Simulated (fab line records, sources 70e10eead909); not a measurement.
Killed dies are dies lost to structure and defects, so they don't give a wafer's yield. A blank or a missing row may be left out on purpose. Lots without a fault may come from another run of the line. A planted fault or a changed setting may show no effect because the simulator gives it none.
Which tool did it? | flow nand_harc | 13 lots, 39 wafers sampled, at 5 steps of a route of 1159

WHAT THE GAUGES READ, wafer by wafer
NHARC_P_CONTACT_INSPECT_14.
lot  | measured     | on                | raw_defect_count
L123 | day 5 21:32  | defect_inspect-02 | 3 4 6
L124 | day 5 21:53  | defect_inspect-01 | 7 6 5
L128 | day 6 18:59  | defect_inspect-02 | 3 3 5
L129 | day 7 02:21  | defect_inspect-02 | 4 3 2
L130 | day 7 04:40  | defect_inspect-01 | 0 3 1
L133 | day 7 23:01  | defect_inspect-02 | 0 4 4
L132 | day 7 23:29  | defect_inspect-02 | 9 2 6
L134 | day 8 20:27  | defect_inspect-01 | 6 3 4
L137 | day 8 21:38  | defect_inspect-01 | 5 4 4
L135 | day 8 22:44  | defect_inspect-01 | 2 0 3
L136 | day 9 03:44  | defect_inspect-01 | 5 1 2
L142 | day 10 10:22 | defect_inspect-01 | 4 3 2
L145 | day 11 02:56 | defect_inspect-02 | 3 4 3

NHARC_END_SORT_01.
lot  | measured     | on        | defect_limited_yield (%) | killed_at_array | killed_at_other | killed_at_periphery | killed_dies | killed_open | killed_short | sort_bin_2_pct (%) | sort_bin_3_pct (%) | sort_bin_4_pct (%) | sort_n_pass | sort_rim_yield_pct (%) | sort_yield_pct (%)
L132 | day 22 11:18 | prober-01 | 97.6                     | 8               | 0               | 8                   | 16          | 2           | 0            | 1.3                | 0                  | 1.0                | 661         | 97                     | 97.6

WHICH TOOL RAN EACH LOT (tool, then ch and the chambers of the sampled wafers, then the start)
lot  | NHARC_P_GATE_DEGAS_109       | NHARC_P_M0_PVD_20                       | NHARC_P_M1_DEVELOP_08
L123 | pvd_sputter-01, day 5 18:19  | pvd_sputter-03, day 6 20:00 or earlier  | litho_track-01 ch 0, day 6 20:00
L124 | pvd_sputter-02, day 5 19:05  | pvd_sputter-01, day 6 21:00 or earlier  | litho_track-01 ch 0, day 6 21:00
L128 | pvd_sputter-03, day 6 16:21  | pvd_sputter-02, day 7 08:00 or earlier  | litho_track-04 ch 0, day 7 08:00
L129 | pvd_sputter-01, day 6 23:28  | pvd_sputter-01, day 7 12:00 or earlier  | litho_track-06 ch 0, day 7 12:00
L130 | pvd_sputter-01, day 7 02:04  | pvd_sputter-01, day 7 14:00 or earlier  | litho_track-01 ch 0, day 7 14:00
L133 | pvd_sputter-03, day 7 20:08  | pvd_sputter-03, day 8 13:00 or earlier  | litho_track-06 ch 0, day 8 13:00
L132 | pvd_sputter-02, day 7 20:14  | pvd_sputter-01, day 8 22:00 or earlier  | litho_track-04 ch 0, day 8 22:00
L134 | pvd_sputter-03, day 8 17:45  | pvd_sputter-02, day 9 05:00 or earlier  | litho_track-06 ch 0, day 9 05:00
L137 | pvd_sputter-01, day 8 18:58  | pvd_sputter-01, day 9 06:00 or earlier  | litho_track-06 ch 0, day 9 06:00
L135 | pvd_sputter-02, day 8 20:01  | pvd_sputter-03, day 9 06:00 or earlier  | litho_track-01 ch 0, day 9 06:00
L136 | pvd_sputter-03, day 9 00:55  | pvd_sputter-03, day 9 19:00 or earlier  | litho_track-06 ch 0, day 9 19:00
L142 | pvd_sputter-01, day 10 07:34 | pvd_sputter-02, day 10 20:00 or earlier | litho_track-06 ch 0, day 10 20:00
L145 | pvd_sputter-01, day 11 00:22 | pvd_sputter-03, day 11 15:00 or earlier | litho_track-06 ch 0, day 11 15:00
- NHARC_P_GATE_DEGAS_109: time 60 s.
- NHARC_P_M0_PVD_20: deposits TaN, target thk 5 nm, time 8.06 s.
- NHARC_P_M1_DEVELOP_08: develop time 35 s.

WHAT THE TOOLS THEMSELVES READ (means of the sampled wafers that have a number; where no wafer has one, the mark that the record gives instead)
NHARC_P_GATE_DEGAS_109.
lot  | tool           | heater_power_w (W)
L123 | pvd_sputter-01 | 471
L124 | pvd_sputter-02 | 436
L128 | pvd_sputter-03 | 462
L129 | pvd_sputter-01 | 505
L130 | pvd_sputter-01 | 496
L133 | pvd_sputter-03 | 517
L132 | pvd_sputter-02 | 439
L134 | pvd_sputter-03 | 403
L137 | pvd_sputter-01 | 555
L135 | pvd_sputter-02 | 440
L136 | pvd_sputter-03 | 456
L142 | pvd_sputter-01 | 511
L145 | pvd_sputter-01 | 473

NHARC_P_M0_PVD_20.
lot  | tool           | throttle_valve_pct (%)
L123 | pvd_sputter-03 | 29.9
L124 | pvd_sputter-01 | 30.5
L128 | pvd_sputter-02 | 29.8
L129 | pvd_sputter-01 | 29.9
L130 | pvd_sputter-01 | 30.4
L133 | pvd_sputter-03 | 29.8
L132 | pvd_sputter-01 | 30.8
L134 | pvd_sputter-02 | 30.4
L137 | pvd_sputter-01 | 31.0
L135 | pvd_sputter-03 | 29.5
L136 | pvd_sputter-03 | 30.0
L142 | pvd_sputter-02 | 29.7
L145 | pvd_sputter-03 | 29.5

NHARC_P_M1_DEVELOP_08.
lot  | tool           | developer_temp_C (C)
L123 | litho_track-01 | 22.94
L124 | litho_track-01 | 22.95
L128 | litho_track-04 | 22.87
L129 | litho_track-06 | 22.88
L130 | litho_track-01 | 23.07
L133 | litho_track-06 | 23.01
L132 | litho_track-04 | 23.11
L134 | litho_track-06 | 22.97
L137 | litho_track-06 | 23.03
L135 | litho_track-01 | 22.91
L136 | litho_track-06 | 23.06
L142 | litho_track-06 | 22.00
L145 | litho_track-06 | 22.01

THE ANSWER, worked out from the rows above alone
Rule: what is usual is taken from the lots themselves. Put in order of their means at a reading, lots are off if they are a third of the lots or fewer, leave a main group of 4 or more, and stand apart from it by a gap of 3 or more times the standard deviation of the main group's means; of several such gaps the widest counts. A main group whose means are all the same, to the digits that the tables above print for the reading, isn't used. A lot without any number at a reading at which 4 lots or more have one is off too. The other lots that the step has rows for count as sound. The gauges are gone through in route order, then the tools' own readings, and for those a lot's mean is taken as printed above. The first step at which some lot is off is used, and at that step the reading that is off furthest; a lot without a number counts as furthest.
Off: L142, L145, at NHARC_P_M1_DEVELOP_08 (developer_temp_C). The main group: mean 22.98 C, standard deviation 0.076.
A tool fits if, at that step or a process step before it, it ran every lot that is off, and no sound lot after the first of them. NHARC_P_M0_PVD_20 gives no start for some lots, so the hours and the order of its lots are those of NHARC_P_M1_DEVELOP_08. Can't be told from this: 2 tools fit, pvd_sputter-01 at NHARC_P_GATE_DEGAS_109, litho_track-06 at NHARC_P_M1_DEVELOP_08.

WHAT THE SIMULATOR HAD PUT IN
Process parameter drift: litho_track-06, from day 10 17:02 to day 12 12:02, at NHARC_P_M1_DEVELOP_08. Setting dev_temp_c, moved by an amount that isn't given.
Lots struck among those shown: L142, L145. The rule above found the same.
